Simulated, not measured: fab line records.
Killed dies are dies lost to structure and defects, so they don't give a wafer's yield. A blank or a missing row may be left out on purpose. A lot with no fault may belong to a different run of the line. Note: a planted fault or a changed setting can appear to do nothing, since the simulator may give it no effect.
fab line records	flow nand_harc
record lots=24	wafers=72	last_day=33
route steps=1302 shown P_M1@302 P_M2@329
lots that met no fault: from a run of the same line without faults
start_h: hours from the record's opening day to when the first of the lot's shown wafers began	wait_h: hours from the lot's prior step to this one	" repeats the value in the row above	L1.1+2: several wafers, shown together as one row	- no value, or no start given	* or withheld: withheld	< > ~ a bound
route shown NAME@n: names a module that has steps shown in the file, with the first one's number in the route	usual: mean/standard deviation taken from wafers without a fault	same: alike in all rows	chamber/n: place in a boat	sites: the reading at each site	_std_site: their standard deviation	_edge_site: mean of outer sites minus mean of inner sites	radius_mm: how far each site lies from the wafer's centre	mask NAME#n: copy n	behind: the last tool/chamber to shape the wafer	hold: why the lot was held/for how many hours/how that ended	device: which transistor (n, p or np) failed to switch	end of line: the tests these same wafers got at the end of their route	where a step has no rows: the recipe by itself	killed: at the first sort, the dies lost to defects and structure; wafer yield is something else	map: dies across one wafer; x = killed, . = not, _ = none there
set.NAME: the setting that was run; set.NAME@STEP: the one run at that earlier step	model.NAME: the simulator's own value behind a step, which no gauge read
a sample of lots followed through the steps of the route, with each step as a table and each wafer as a row
services: from which hour (start_h, from the record's first day; less than 0 if before it) a tool's chamber was out of use, for how many hours, and why
## steps
# step NHARC_P_M1_STRIP_18
# recipe power_w=1000	n2_flow_sccm=150	h2_flow_sccm=150	ar_flow_sccm=0	bias_w=0	chemistry=N2/H2
# usual drypump_motor_current_A=5.7/0.36	oes_product_au=1.003/0.0096	rf_vpp_V=90.5/0.88	showerhead_plenum_p_Torr=2.02/0.093	throttle_valve_pct=14.171/0.0088
lot.wafer	tool	chamber	start_h	wait_h	drypump_motor_current_A	oes_product_au	rf_hours_counter_h	rf_vpp_V	showerhead_plenum_p_Torr	throttle_valve_pct
L074.3	rie_diel-08	0	130.49	0.1	5.2	1.017	10	91.9	2.18	14.164
L074.2	"	2	"	"	5.3	0.985	8	91.1	2.08	14.168
L074.6	"	1	"	"	6.2	0.994	-	89.7	1.91	14.170
L075.1	rie_diel-12	2	137.43	0.1	5.6	1.005	9	90.0	2.09	14.151
L075.3	"	1	"	"	6.2	0.989	9	90.6	2.08	14.167
L075.6	"	3	"	"	6.1	1.013	-	90.0	1.94	14.166
L076.3	rie_diel-12	1	147.62	0.1	6.2	0.995	11	91.6	2.08	14.175
L076.6	"	0	"	"	6.2	1.012	-	90.0	1.99	14.176
L076.5	"	1	"	"	6.2	1.001	-	90.9	2.08	14.169
L077.3	rie_diel-01	3	160.76	0.1	5.8	1.009	8	90.5	2.06	14.153
L077.1	"	0	"	"	5.9	0.994	9	91.0	1.95	14.170
L077.5	"	3	"	"	5.8	1.003	-	90.9	2.06	14.175
L078.1	rie_diel-01	2	168.30	0.1	5.4	0.991	8	92.2	2.10	14.175
L078.2	"	1	"	"	5.2	1.003	9	90.1	1.93	14.182
L078.5	"	3	"	"	5.8	1.012	-	90.8	2.06	14.160
L079.3	rie_diel-08	3	181.07	0.1	5.7	0.996	13	89.9	1.90	14.175
L079.4	"	0	"	"	5.2	1.010	13	90.5	2.17	14.171
L079.1	"	1	"	"	6.2	1.000	11	90.6	1.90	14.166
L080.3	rie_diel-12	3	186.71	0.1	6.1	1.008	27	89.6	1.94	14.174
L080.1	"	1	"	"	6.2	1.002	23	91.4	2.08	14.166
L080.5	"	3	"	"	6.1	1.010	-	90.6	1.94	14.181
L081.1	rie_diel-01	2	191.67	0.1	5.5	0.995	9	90.9	2.09	14.178
L081.2	"	0	"	"	5.9	0.994	10	89.7	1.95	14.170
L081.6	"	2	"	"	5.5	1.003	-	90.2	2.09	14.166
L082.1	rie_diel-08	1	203.60	0.1	6.2	0.999	1	89.8	1.90	14.174
L082.4	"	0	"	"	5.2	0.999	1	92.3	2.17	14.180
L082.5	"	2	"	"	5.4	1.001	-	90.4	2.08	14.181
L083.4	rie_diel-08	0	218.25	0.1	5.2	0.999	3	91.0	2.17	14.164
L083.5	"	0	"	"	5.2	1.000	-	92.6	2.17	14.166
L083.6	"	1	"	"	6.2	0.999	-	91.1	1.90	14.186
L084.4	rie_diel-12	1	223.68	0.1	6.2	0.998	32	90.1	2.07	14.172
L084.2	"	0	"	"	6.2	1.026	37	89.2	1.98	14.170
L084.5	"	2	"	"	5.6	1.003	-	91.2	2.08	14.190
L085.2	rie_diel-08	3	233.87	0.1	5.7	0.985	5	90.2	1.90	14.169
L085.1	"	0	"	"	5.2	0.995	4	91.5	2.17	14.158
L085.6	"	3	"	"	5.7	0.995	-	88.0	1.90	14.170
L086.3	rie_diel-08	2	249.31	0.1	5.3	1.018	6	91.4	2.08	14.171
L086.2	"	3	"	"	5.7	0.989	6	89.0	1.90	14.175
L086.4	"	0	"	"	5.2	1.001	-	89.0	2.17	14.165
L087.1	rie_diel-01	1	268.71	0.1	5.2	0.988	3	90.5	1.92	14.151
L087.6	"	3	"	"	5.8	0.985	-	91.9	2.06	14.167
L087.5	"	0	"	"	5.9	1.016	-	92.3	1.95	14.171
L088.1	rie_diel-01	2	269.69	0.1	5.4	1.002	3	91.1	2.09	14.169
L088.3	"	1	"	"	5.1	0.983	3	88.9	1.93	14.195
L088.5	"	2	"	"	5.4	1.007	-	90.6	2.09	14.164
L089.3	rie_diel-08	0	290.21	0.1	5.2	1.004	10	91.1	2.17	14.161
L089.5	"	2	"	"	5.4	1.006	-	91.1	2.08	14.181
L089.6	"	3	"	"	5.7	1.005	-	90.2	1.90	14.164
L090.2	rie_diel-08	3	294.34	0.1	5.7	1.005	11	88.3	1.90	14.182
L090.1	"	1	"	"	6.2	0.995	10	90.3	1.90	14.174
L090.6	"	2	"	"	5.4	1.007	-	90.8	2.08	14.152
L091.2	rie_diel-01	3	298.90	0.1	5.8	1.014	5	89.6	2.06	14.186
L091.5	"	0	"	"	5.9	1.025	-	90.8	1.95	14.155
L091.4	"	3	"	"	5.8	1.010	-	89.9	2.06	14.182
L092.2	rie_diel-01	0	316.34	0.1	5.9	1.015	6	90.5	1.95	14.166
L092.6	"	3	"	"	5.8	1.009	-	90.9	2.06	14.170
L092.5	"	0	"	"	5.9	1.019	-	89.7	1.95	14.155
L093.1	rie_diel-08	1	321.71	0.1	6.2	0.993	11	90.8	1.90	14.185
L093.5	"	1	"	"	6.2	0.983	-	89.9	1.90	14.171
L093.6	"	2	"	"	5.4	1.009	-	89.8	2.08	14.157
L094.3	rie_diel-01	3	330.83	0.1	5.7	1.006	6	90.7	2.06	14.179
L094.1	"	0	"	"	5.9	1.029	6	89.1	1.95	14.181
L094.6	"	2	"	"	5.5	1.019	-	89.7	2.09	14.172
L095.2	rie_diel-01	0	340.44	0.1	5.9	1.010	7	90.1	1.95	14.182
L095.1	"	1	"	"	5.1	0.984	6	90.5	1.92	14.188
L095.3	"	3	"	"	5.8	0.995	7	92.2	2.06	14.175
L096.1	rie_diel-08	0	340.80	0.1	5.2	0.998	13	90.3	2.17	14.170
L096.2	"	1	"	"	6.2	0.997	13	91.2	1.90	14.177
L096.6	"	1	"	"	6.2	1.003	-	90.1	1.90	14.161
L097.1	rie_diel-08	1	354.25	0.1	6.2	0.990	16	90.2	1.90	14.165
L097.2	"	2	"	"	5.4	1.004	13	90.9	2.08	14.178
L097.3	"	3	"	"	5.7	0.991	15	90.9	1.90	14.171
# step NHARC_P_M1_ETCH_28
# recipe target_depth_a=300	over_etch_frac=0.3	time_s=72.99	ion_energy_ev=150	cf4_flow_sccm=50	n2_flow_sccm=100	ar_flow_sccm=150	rf_w=300	bias_w=100	chemistry=CF4/N2
# usual drypump_motor_current_A=5.7/0.37	oes_product_au=1.002/0.0099	rf_vpp_V=313.7/2.1	showerhead_plenum_p_Torr=2.60/0.11	throttle_valve_pct=19.794/0.0095
lot.wafer	tool	chamber	start_h	wait_h	drypump_motor_current_A	oes_product_au	rf_hours_counter_h	rf_vpp_V	showerhead_plenum_p_Torr	throttle_valve_pct
L074.3	rie_diel-08	0	-	-	5.2	1.005	10	317.1	2.79	19.774
L074.2	"	1	"	"	6.2	0.988	8	311.4	2.47	19.793
L074.6	"	3	"	"	5.7	1.002	-	312.0	2.47	19.780
L075.1	rie_diel-12	1	-	-	6.2	1.006	9	315.1	2.68	19.791
L075.3	"	2	"	"	5.6	1.002	9	314.3	2.68	19.793
L075.6	"	0	"	"	6.2	1.015	-	313.0	2.57	19.785
L076.3	rie_diel-12	1	-	-	6.2	0.993	11	316.2	2.68	19.795
L076.6	"	0	"	"	6.2	1.017	-	313.7	2.57	19.786
L076.5	"	1	"	"	6.2	1.008	-	315.5	2.68	19.799
L077.1	rie_diel-01	1	-	-	5.1	1.012	8	311.6	2.49	19.780
L077.3	"	0	"	"	5.9	0.990	9	312.9	2.52	19.792
L077.5	"	2	"	"	5.5	0.987	-	314.8	2.69	19.798
L078.2	rie_diel-01	2	-	-	5.5	0.998	8	314.1	2.69	19.800
L078.1	"	1	"	"	5.2	1.004	9	312.7	2.49	19.805
L078.5	"	2	"	"	5.5	0.987	-	317.3	2.69	19.800
L079.3	rie_diel-08	0	-	-	5.2	0.995	13	316.8	2.79	19.766
L079.4	"	1	"	"	6.2	0.987	11	311.0	2.47	19.787
L079.1	"	2	"	"	5.3	0.989	11	314.8	2.68	19.791
L080.1	rie_diel-12	1	-	-	6.2	1.001	23	316.2	2.67	19.800
L080.3	"	3	"	"	6.1	1.014	27	311.9	2.51	19.790
L080.5	"	2	"	"	5.6	1.008	-	315.1	2.68	19.792
L081.1	rie_diel-01	2	-	-	5.4	0.990	9	313.9	2.69	19.801
L081.2	"	3	"	"	5.8	0.999	9	314.7	2.65	19.807
L081.6	"	2	"	"	5.4	0.987	-	315.0	2.69	19.803
L082.4	rie_diel-08	3	-	-	5.7	0.998	1	311.8	2.46	19.786
L082.1	"	1	"	"	6.2	0.990	1	311.2	2.46	19.797
L082.5	"	2	"	"	5.4	0.993	-	315.0	2.68	19.787
L083.4	rie_diel-08	0	-	-	5.2	1.006	3	316.0	2.78	19.799
L083.5	"	1	"	"	6.2	1.008	-	312.2	2.46	19.802
L083.6	"	2	"	"	5.4	1.013	-	315.5	2.67	19.782
L084.2	rie_diel-12	2	-	-	5.6	0.995	33	314.5	2.67	19.815
L084.4	"	3	"	"	6.1	1.004	38	311.8	2.50	19.801
L084.5	"	0	"	"	6.2	1.020	-	311.5	2.56	19.793
L085.2	rie_diel-08	1	-	-	6.2	0.990	4	311.6	2.46	19.783
L085.1	"	2	"	"	5.3	1.010	5	314.6	2.67	19.790
L085.6	"	0	"	"	5.2	0.991	-	317.9	2.78	19.795
L086.2	rie_diel-08	0	-	-	5.2	1.000	5	316.1	2.78	19.780
L086.3	"	3	"	"	5.7	0.991	6	311.3	2.46	19.793
L086.4	"	3	"	"	5.7	1.000	-	310.6	2.46	19.788
L087.1	rie_diel-01	3	-	-	5.7	0.993	4	314.8	2.65	19.785
L087.6	"	3	"	"	5.8	0.997	-	315.3	2.65	19.800
L087.5	"	0	"	"	5.9	1.014	-	312.4	2.52	19.784
L088.3	rie_diel-01	1	-	-	5.1	0.992	3	312.1	2.49	19.802
L088.1	"	2	"	"	5.5	1.000	3	314.8	2.69	19.795
L088.5	"	2	"	"	5.5	1.008	-	315.6	2.69	19.803
L089.3	rie_diel-08	1	-	-	6.2	0.991	10	311.0	2.46	19.780
L089.5	"	0	"	"	5.2	1.000	-	315.7	2.78	19.772
L089.6	"	1	"	"	6.2	0.998	-	311.1	2.46	19.789
L090.1	rie_diel-08	1	-	-	6.2	0.991	10	310.8	2.46	19.791
L090.2	"	2	"	"	5.4	1.008	11	313.5	2.67	19.774
L090.6	"	0	"	"	5.2	1.008	-	316.9	2.78	19.795
L091.2	rie_diel-01	2	-	-	5.5	1.024	5	314.8	2.69	19.806
L091.5	"	2	"	"	5.5	1.011	-	315.3	2.69	19.798
L091.4	"	0	"	"	5.9	1.012	-	311.4	2.52	19.789
L092.2	rie_diel-01	3	-	-	5.8	0.999	6	315.2	2.64	19.806
L092.6	"	2	"	"	5.4	1.005	-	316.3	2.69	19.804
L092.5	"	3	"	"	5.8	1.000	-	315.8	2.64	19.785
L093.1	rie_diel-08	1	-	-	6.2	0.987	11	310.7	2.46	19.812
L093.6	"	3	"	"	5.7	0.985	-	311.4	2.46	19.788
L093.5	"	0	"	"	5.2	0.993	-	316.2	2.78	19.803
L094.3	rie_diel-01	1	-	-	5.2	0.997	5	312.9	2.49	19.793
L094.1	"	2	"	"	5.4	1.022	6	314.0	2.69	19.797
L094.6	"	2	"	"	5.5	1.010	-	315.3	2.69	19.790
L095.2	rie_diel-01	2	-	-	5.5	1.006	7	314.7	2.69	19.801
L095.1	"	3	"	"	5.8	0.993	7	315.2	2.64	19.794
L095.3	"	0	"	"	5.9	1.018	7	311.9	2.52	19.783
L096.1	rie_diel-08	1	341.20	0.4	6.2	1.001	13	311.8	2.46	19.799
L096.2	"	3	"	"	5.7	0.997	13	310.3	2.46	19.804
L096.6	"	3	"	"	5.7	0.989	-	311.2	2.46	19.803
L097.1	rie_diel-08	3	-	-	5.7	0.990	15	311.0	2.46	19.789
L097.3	"	0	"	"	5.2	1.002	15	318.6	2.78	19.790
L097.2	"	1	"	"	6.2	0.994	16	310.2	2.46	19.789
# step NHARC_P_M1_PRE_CLEAN_30
# recipe time_s=30	temp_c=280	gas=H2/He
# usual heater_power_w=408/28
lot.wafer	tool	chamber	start_h	wait_h	heater_power_w
L074.3	pvd_sputter-03	-	-	-	407
L074.2	"	-	"	"	339
L074.6	"	-	"	"	393
L075.3	pvd_sputter-01	-	-	-	395
L075.1	"	-	"	"	397
L075.6	"	-	"	"	386
L076.3	pvd_sputter-02	-	-	-	448
L076.5	"	-	"	"	472
L076.6	"	-	"	"	437
L077.1	pvd_sputter-01	-	-	-	374
L077.3	"	-	"	"	414
L077.5	"	-	"	"	375
L078.1	pvd_sputter-01	-	-	-	426
L078.2	"	-	"	"	408
L078.5	"	-	"	"	376
L079.4	pvd_sputter-01	-	-	-	398
L079.3	"	-	"	"	403
L079.1	"	-	"	"	429
L080.1	pvd_sputter-01	-	-	-	383
L080.3	"	-	"	"	391
L080.5	"	-	"	"	400
L081.2	pvd_sputter-02	-	-	-	429
L081.1	"	-	"	"	411
L081.6	"	-	"	"	452
L082.1	pvd_sputter-02	-	-	-	416
L082.4	"	-	"	"	429
L082.5	"	-	"	"	431
L083.4	pvd_sputter-02	-	-	-	455
L083.6	"	-	"	"	455
L083.5	"	-	"	"	439
L084.2	pvd_sputter-01	-	-	-	404
L084.4	"	-	"	"	424
L084.5	"	-	"	"	389
L085.2	pvd_sputter-03	-	-	-	447
L085.1	"	-	"	"	364
L085.6	"	-	"	"	406
L086.2	pvd_sputter-01	-	-	-	393
L086.4	"	-	"	"	390
L086.3	"	-	"	"	414
L087.1	pvd_sputter-02	-	-	-	428
L087.5	"	-	"	"	407
L087.6	"	-	"	"	468
L088.3	pvd_sputter-01	-	-	-	395
L088.1	"	-	"	"	403
L088.5	"	-	"	"	397
L089.3	pvd_sputter-03	-	-	-	454
L089.6	"	-	"	"	364
L089.5	"	-	"	"	405
L090.2	pvd_sputter-02	-	-	-	393
L090.1	"	-	"	"	457
L090.6	"	-	"	"	439
L091.2	pvd_sputter-03	-	-	-	396
L091.4	"	-	"	"	355
L091.5	"	-	"	"	403
L092.2	pvd_sputter-03	-	-	-	363
L092.5	"	-	"	"	389
L092.6	"	-	"	"	360
L093.1	pvd_sputter-01	-	-	-	388
L093.5	"	-	"	"	417
L093.6	"	-	"	"	396
L094.3	pvd_sputter-01	-	-	-	384
L094.1	"	-	"	"	410
L094.6	"	-	"	"	376
L095.2	pvd_sputter-01	-	-	-	387
L095.3	"	-	"	"	385
L095.1	"	-	"	"	402
L096.1	pvd_sputter-03	-	-	-	354
L096.2	"	-	"	"	398
L096.6	"	-	"	"	403
L097.2	pvd_sputter-01	-	-	-	392
L097.1	"	-	"	"	416
L097.3	"	-	"	"	409
# step NHARC_P_M1_DEP_33
# recipe target_thk_a=300	temp_c=370	target_thk_nm=30	pressure_torr=3	flow_sccm=200	rf_w=450	material=SiCN
# usual heater_power_w=592/53
lot.wafer	tool	chamber	start_h	wait_h	heater_power_w
L074.2	pecvd-03	0	132.84	0.1	668
L074.3	"	2	"	"	508
L074.6	"	2	"	"	509
L075.3	pecvd-03	1	139.78	0.1	629
L075.1	"	0	"	"	600
L075.6	"	1	"	"	626
L076.3	pecvd-02	1	150.07	0.1	632
L076.5	"	2	"	"	462
L076.6	"	1	"	"	635
L077.1	pecvd-03	1	163.15	0.1	598
L077.3	"	2	"	"	576
L077.5	"	0	"	"	718
L078.1	pecvd-02	0	170.93	0.1	665
L078.2	"	1	"	"	613
L078.5	"	1	"	"	622
L079.3	pecvd-03	0	183.38	0.1	614
L079.1	"	1	"	"	568
L079.4	"	2	"	"	626
L080.3	pecvd-04	2	189.12	0.1	548
L080.1	"	0	"	"	622
L080.5	"	2	"	"	538
L081.2	pecvd-04	2	194.01	0.1	540
L081.1	"	0	"	"	643
L081.6	"	2	"	"	544
L082.1	pecvd-04	2	206.01	0.1	534
L082.5	"	1	"	"	685
L082.4	"	2	"	"	529
L083.4	pecvd-02	0	220.76	0.2	595
L083.6	"	1	"	"	570
L083.5	"	2	"	"	567
L084.2	pecvd-04	1	226.06	0.1	574
L084.4	"	0	"	"	552
L084.5	"	2	"	"	526
L085.2	pecvd-03	2	236.25	0.1	594
L085.1	"	0	"	"	651
L085.6	"	0	"	"	648
L086.3	pecvd-02	2	251.89	0.1	520
L086.2	"	1	"	"	596
L086.4	"	0	"	"	601
L087.1	pecvd-02	2	271.08	0.1	561
L087.5	"	1	"	"	611
L087.6	"	2	"	"	556
L088.3	pecvd-03	0	272.03	0.1	624
L088.1	"	1	"	"	586
L088.5	"	1	"	"	602
L089.3	pecvd-03	0	292.59	0.1	687
L089.5	"	2	"	"	595
L089.6	"	0	"	"	712
L090.2	pecvd-02	2	296.74	0.1	564
L090.1	"	0	"	"	581
L090.6	"	2	"	"	549
L091.2	pecvd-03	0	301.43	0.1	618
L091.5	"	1	"	"	631
L091.4	"	2	"	"	545
L092.2	pecvd-03	2	318.74	0.1	600
L092.5	"	0	"	"	648
L092.6	"	2	"	"	590
L093.1	pecvd-03	2	324.49	0.1	602
L093.5	"	2	"	"	603
L093.6	"	0	"	"	612
L094.3	pecvd-03	1	333.19	0.1	610
L094.1	"	2	"	"	612
L094.6	"	0	"	"	696
L095.2	pecvd-02	2	342.86	0.1	535
L095.1	"	0	"	"	617
L095.3	"	0	"	"	626
L096.2	pecvd-04	0	343.36	0.1	593
L096.1	"	1	"	"	643
L096.6	"	2	"	"	499
L097.1	pecvd-02	2	356.59	0.1	449
L097.3	"	0	"	"	590
L097.2	"	1	"	"	620
# step NHARC_P_M2_OVL_MEAS_10
# recipe pitch_nm=340
# usual overlay_x_nm=0.1/0.76	overlay_y_nm=0.0/0.75
lot.wafer	tool	chamber	start_h	wait_h	overlay_x_nm	overlay_y_nm
L074.2	overlay-01	-	134.03	-	2.2	-1.0
L074.3	"	-	"	"	1.8	-0.3
L074.6	"	-	"	"	1.5	-0.4
L075.1	overlay-01	-	141.12	-	0.6	0.5
L075.3	"	-	"	"	0.5	-0.2
L075.6	"	-	"	"	-0.1	0.3
L076.3	overlay-01	-	151.20	-	0.4	1.3
L076.5	"	-	"	"	0.1	1.5
L076.6	"	-	"	"	0.2	1.2
L077.1	overlay-01	-	164.44	-	-1.2	-0.9
L077.3	"	-	"	"	-1.1	-0.8
L077.5	"	-	"	"	-0.9	-1.0
L078.1	overlay-01	-	172.26	-	-0.4	-0.1
L078.2	"	-	"	"	-0.2	-0.4
L078.5	"	-	"	"	-0.5	-0.6
L079.1	overlay-01	-	184.71	-	-1.0	2.0
L079.3	"	-	"	"	-0.4	2.2
L079.4	"	-	"	"	-0.2	2.1
L080.1	overlay-02	-	190.43	-	-0.6	-0.3
L080.3	"	-	"	"	-0.6	-0.4
L080.5	"	-	"	"	-1.1	0.0
L081.1	overlay-01	-	195.41	-	-0.2	-0.4
L081.2	"	-	"	"	-0.3	0.1
L081.6	"	-	"	"	0.1	-0.2
L082.1	overlay-02	-	207.31	-	0.9	-0.9
L082.4	"	-	"	"	0.3	-0.9
L082.5	"	-	"	"	0.3	-1.0
L083.4	overlay-02	-	221.96	-	0.3	0.3
L083.5	"	-	"	"	0.1	0.3
L083.6	"	-	"	"	0.5	0.4
L084.2	overlay-01	-	227.21	-	-0.8	0.1
L084.4	"	-	"	"	-0.4	0.1
L084.5	"	-	"	"	0.1	0.2
L085.1	overlay-02	-	237.40	-	1.7	-0.6
L085.2	"	-	"	"	2.1	-0.4
L085.6	"	-	"	"	1.6	-0.7
L086.2	overlay-01	-	253.22	-	0.0	0.5
L086.3	"	-	"	"	-0.2	0.1
L086.4	"	-	"	"	-0.2	0.1
L087.1	overlay-02	-	272.33	-	-1.3	-1.8
L087.5	"	-	"	"	-0.8	-1.0
L087.6	"	-	"	"	-1.1	-1.5
L088.1	overlay-02	-	273.35	-	0.8	0.2
L088.3	"	-	"	"	0.9	0.8
L088.5	"	-	"	"	1.1	0.5
L089.3	overlay-01	-	293.82	-	0.9	-0.4
L089.5	"	-	"	"	1.1	-0.2
L089.6	"	-	"	"	1.1	-0.3
L090.1	overlay-02	-	298.16	-	-0.6	0.8
L090.2	"	-	"	"	-0.1	0.8
L090.6	"	-	"	"	-0.4	0.5
L091.2	overlay-01	-	302.68	-	0.6	0.0
L091.4	"	-	"	"	0.6	0.0
L091.5	"	-	"	"	0.6	-0.5
L092.2	overlay-02	-	320.00	-	0.2	0.2
L092.5	"	-	"	"	-0.1	0.6
L092.6	"	-	"	"	0.5	0.2
L093.1	overlay-01	-	325.82	-	-0.3	1.0
L093.5	"	-	"	"	-0.3	1.3
L093.6	"	-	"	"	0.1	1.0
L094.1	overlay-02	-	334.36	-	0.0	0.5
L094.3	"	-	"	"	-0.7	0.6
L094.6	"	-	"	"	-0.8	0.7
L095.1	overlay-01	-	344.31	-	-0.3	-0.2
L095.2	"	-	"	"	0.2	0.4
L095.3	"	-	"	"	-0.5	-0.2
L096.1	overlay-02	-	344.75	-	0.4	-0.1
L096.2	"	-	"	"	-0.3	0.4
L096.6	"	-	"	"	-0.1	-0.1
L097.1	overlay-02	-	357.92	-	0.8	0.1
L097.2	"	-	"	"	0.7	0.1
L097.3	"	-	"	"	0.4	0.1
# step NHARC_P_M2_ETCH_15
# recipe target_depth_a=1825	time_s=91.2	c4f8_flow_sccm=withheld	ar_flow_sccm=400	rf_w=600	bias_w=300	chemistry=C4F8/Ar
# usual oes_product_au=0.941/0.023	rf_vpp_V=440.6/2.2
lot.wafer	tool	chamber	start_h	wait_h	oes_product_au	rf_hours_counter_h	rf_vpp_V
L074.2	rie_diel-10	3	-	-	0.972	3.3	440.8
L074.3	"	0	"	"	0.958	3.1	442.8
L074.6	"	2	"	"	0.971	-	440.7
L075.1	rie_diel-02	1	-	-	0.961	2.8	439.3
L075.3	"	0	"	"	0.976	3.5	441.1
L075.6	"	2	"	"	0.965	-	441.8
L076.3	rie_diel-02	1	-	-	0.948	3.4	442.1
L076.6	"	0	"	"	0.969	-	441.1
L076.5	"	1	"	"	0.950	-	440.6
L077.3	rie_diel-02	2	-	-	0.932	4.8	441.0
L077.1	"	0	"	"	0.935	4.8	441.1
L077.5	"	2	"	"	0.939	-	440.6
L078.2	rie_diel-02	1	-	-	0.916	4.3	442.5
L078.1	"	3	"	"	0.919	5.2	438.0
L078.5	"	0	"	"	0.924	-	441.0
L079.1	rie_diel-10	3	-	-	0.942	4.5	442.7
L079.4	"	0	"	"	0.908	6.0	443.3
L079.3	"	1	"	"	0.922	7.6	441.1
L080.3	rie_diel-02	3	-	-	0.972	5.8	439.6
L080.1	"	1	"	"	0.957	4.9	440.1
L080.5	"	0	"	"	0.981	-	439.8
L081.1	rie_diel-09	0	-	-	0.969	2.8	443.5
L081.2	"	1	"	"	0.955	2.3	439.2
L081.6	"	2	"	"	0.947	-	443.3
L082.4	rie_diel-09	1	-	-	0.921	3.9	437.8
L082.1	"	3	"	"	0.928	4.1	440.2
L082.5	"	2	"	"	0.929	-	441.0
L083.4	rie_diel-09	2	-	-	0.910	5.1	441.9
L083.6	"	0	"	"	0.933	-	444.1
L083.5	"	1	"	"	0.926	-	438.2
L084.4	rie_diel-10	0	-	-	0.907	8.1	444.2
L084.2	"	1	"	"	0.919	9.4	441.1
L084.5	"	0	"	"	0.915	-	444.5
L085.1	rie_diel-09	3	-	-	0.925	6.4	441.6
L085.2	"	1	"	"	0.925	5.2	437.2
L085.6	"	3	"	"	0.931	-	442.4
L086.4	rie_diel-09	1	-	-	0.911	6.9	438.3
L086.2	"	2	"	"	0.900	7.9	442.2
L086.3	"	0	"	"	0.920	7.3	444.7
L087.1	rie_diel-10	0	-	-	0.911	0.5	442.4
L087.5	"	1	"	"	0.914	-	439.9
L087.6	"	2	"	"	0.926	-	441.6
L088.3	rie_diel-09	2	-	-	0.901	8.9	442.0
L088.1	"	3	"	"	0.917	8.5	440.2
L088.5	"	1	"	"	0.909	-	437.2
L089.3	rie_diel-02	3	-	-	0.976	3.1	435.3
L089.6	"	3	"	"	0.980	-	436.4
L089.5	"	0	"	"	0.996	-	438.2
L090.2	rie_diel-02	2	-	-	0.964	3.8	440.4
L090.1	"	3	"	"	0.951	3.6	436.8
L090.6	"	3	"	"	0.959	-	437.1
L091.2	rie_diel-02	1	-	-	0.924	4.0	441.3
L091.4	"	2	"	"	0.935	4.0	442.1
L091.5	"	0	"	"	0.927	-	441.0
L092.2	rie_diel-02	3	-	-	0.968	4.6	438.1
L092.6	"	1	"	"	0.955	-	441.4
L092.5	"	2	"	"	0.955	-	439.6
L093.1	rie_diel-02	0	-	-	0.938	4.5	440.0
L093.6	"	1	"	"	0.936	-	442.1
L093.5	"	2	"	"	0.945	-	440.8
L094.1	rie_diel-02	3	-	-	0.965	4.9	437.3
L094.3	"	1	"	"	0.950	5.3	440.0
L094.6	"	2	"	"	0.974	-	440.5
L095.3	rie_diel-02	1	-	-	0.954	5.6	441.8
L095.1	"	2	"	"	0.969	5.4	440.3
L095.2	"	0	"	"	0.981	4.9	438.4
L096.1	rie_diel-10	3	-	-	0.923	4.9	441.5
L096.2	"	1	"	"	0.933	5.5	440.4
L096.6	"	3	"	"	0.913	-	442.4
L097.1	rie_diel-02	0	-	-	0.940	5.5	439.4
L097.3	"	1	"	"	0.924	6.2	442.0
L097.2	"	2	"	"	0.928	6.2	441.7
## services
tool	chamber	start_h	hours	kind
rie_diel-02	1	124.25	11.6	repair
rie_diel-08	-	136.70	0.5	repair
rie_diel-08	-	143.00	0.6	repair
rie_diel-01	0	167.47	2.4	repair
rie_diel-08	-	175.21	1.2	repair
rie_diel-08	3	181.82	10.5	repair
rie_diel-08	-	190.89	9.0	pm
rie_diel-01	-	198.47	2.6	repair
rie_diel-01	-	203.80	9.0	pm
rie_diel-02	-	216.70	9.0	pm
rie_diel-01	0	220.92	9.2	repair
pvd_sputter-01	-	226.08	10.0	pm
rie_diel-02	-	228.63	0.2	repair
rie_diel-08	1	246.68	5.4	repair
rie_diel-02	-	254.42	1.1	repair
rie_diel-01	2	273.27	2.7	repair
rie_diel-01	-	276.56	0.2	repair
rie_diel-01	1	293.18	7.1	repair
rie_diel-02	0	296.44	4.0	repair
rie_diel-08	2	297.66	5.6	repair
rie_diel-01	1	307.91	6.5	repair
rie_diel-08	2	331.28	20.0	repair
rie_diel-08	3	335.12	5.8	repair
rie_diel-01	1	355.44	1.6	repair
## key
fault none
